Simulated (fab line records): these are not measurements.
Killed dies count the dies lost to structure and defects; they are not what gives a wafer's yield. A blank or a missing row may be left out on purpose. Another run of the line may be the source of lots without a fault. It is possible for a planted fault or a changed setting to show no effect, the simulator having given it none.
A lot that was struck, set against a sound lot ; flow n5 finfet ; 23 out of 1938 route steps
Sound: the wafers L123.1, L123.2, L123.5. The struck wafers were L113.2, L113.4, L113.6. Last of all comes the cause.
Per side, at each step with rows, come the tool, then ch with its chambers, and then its first start. Under that, the readings that differ: sound wafers ; struck wafers ; difference of the means ; sigmas: that difference in standard deviations of wafers without a fault.
alike: same words and numbers on both sides, and readings whose means sit less than 2 such deviations apart. not compared: any withheld reading, any reading some wafer has no value for, any bound like >300 that may hide the same value, and any number with overlapping values for which the record gives no deviation.
Wherever a step has rows on one side only, a row that says differs or no value, or a row with sigmas, the two part there. When numbers do not overlap yet have no deviation, they are printed without sigmas and do not part them. A reading missing from all wafers of one side parts the sides only when that side holds two or more wafers.

first, 8 steps without rows for these wafers: N5_BEOL_M11_DEVELOP_10 (develop time 30 s); N5_BEOL_M11_DESCUM_16 (chemistry O2, time 7.9 s); N5_BEOL_M11_ETCH_61 (etches SiARC in CF4, target depth 39 nm, time 65 s); N5_BEOL_M11_ETCH_62 (etches SOC in N2/H2, target depth 110 nm, overetch 22 nm, time 165 s); N5_BEOL_M11_STRIP_68 (strips in N2/H2); N5_BEOL_M11_STRIP_67 (strips in CF4); N5_BEOL_M11_HM_OPEN_17 (chemistry Cl2/BCl3, target TiN, target depth 20 nm, overetch 6 nm); N5_BEOL_M11_STRIP_19 (strips in O2).
N5_BEOL_M11_COAT_63: time 60 s, resist thk 100 nm.
  sound on litho track-01 ch 0, day 16 02:12; struck on litho track-01 ch 0, day 13 02:08
reading;sound;struck;difference;sigmas
spin speed rpm (rpm);1500.2 1500.5 1500.0;1266.9 1267.2 1265.6;-233.7;-99 or more
model.SOC_of_BEOL_M11_COAT_63.thk nm (nm);100.8 100.4 100.6;108.8 108.8 108.8;+8.2;
  alike: plate temp C
then, 9 steps without rows for these wafers: N5_BEOL_M11_COAT_64 (time 60 s, resist thk 30 nm); N5_BEOL_M11_COAT_22 (resist thk 90 nm); N5_BEOL_M11_EBR_24; N5_BEOL_M11_SOFTBAKE_23 (time 60 s); N5_BEOL_M11_EXPOSE_25 (exposes mask V10); N5_BEOL_M11_PEB_26 (peb time 60 s); N5_BEOL_M11_DEVELOP_27 (develop time 30 s); N5_BEOL_M11_DESCUM_33 (chemistry O2, time 7.9 s); N5_BEOL_M11_ETCH_65 (etches SiARC in CF4, target depth 39 nm, time 65 s).
N5_BEOL_M11_ETCH_66: etches SOC in N2/H2, target depth 120 nm, overetch 24 nm, time 180 s.
  sound on rie diel-04 ch 1,3, day 16 02:45; struck on rie diel-04 ch 0,2, day 13 02:41
reading;sound;struck;difference;sigmas
model.etch.depth nm (nm);100.8 100.4 100.5;108.7 108.7 108.8;+8.2;
  alike: drypump motor current A, oes product au, rf vpp V, showerhead plenum p Torr, temp c, throttle valve pct
  not compared: rf hours counter h
then, 1 step without rows for these wafers: N5_BEOL_M11_STRIP_69 (strips in N2/H2).
N5_BEOL_M11_VIA_ETCH_34: etches SiCOH lowk in C4F6/O2, target depth 184.5 nm, time 69.2 s.
  sound on rie diel-04 ch 1,3, day 16 02:52; struck on rie diel-04 ch 0,2, day 13 02:48
reading;sound;struck;difference;sigmas
model.SOC_of_BEOL_M11_COAT_63.thk nm (nm);93 92.6 92.8;100.8 100.8 101;+8.1;
  alike: drypump motor current A, oes product au, rf vpp V, showerhead plenum p Torr, throttle valve pct
  not compared: rf hours counter h
then, 2 steps without rows for these wafers: N5_BEOL_M11_STRIP_73 (strips in C4F6/O2); N5_PASSIVATION_PROBE_49.

WHERE THEY PART
Only at N5_BEOL_M11_COAT_63, as far as this record shows. Later steps at which nothing parts them and some readings are alike: N5_BEOL_M11_ETCH_66, N5_BEOL_M11_VIA_ETCH_34.

WHY: what had been put in by the simulator
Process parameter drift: litho track-01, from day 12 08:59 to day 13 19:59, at N5_BEOL_M11_COAT_63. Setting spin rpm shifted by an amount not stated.
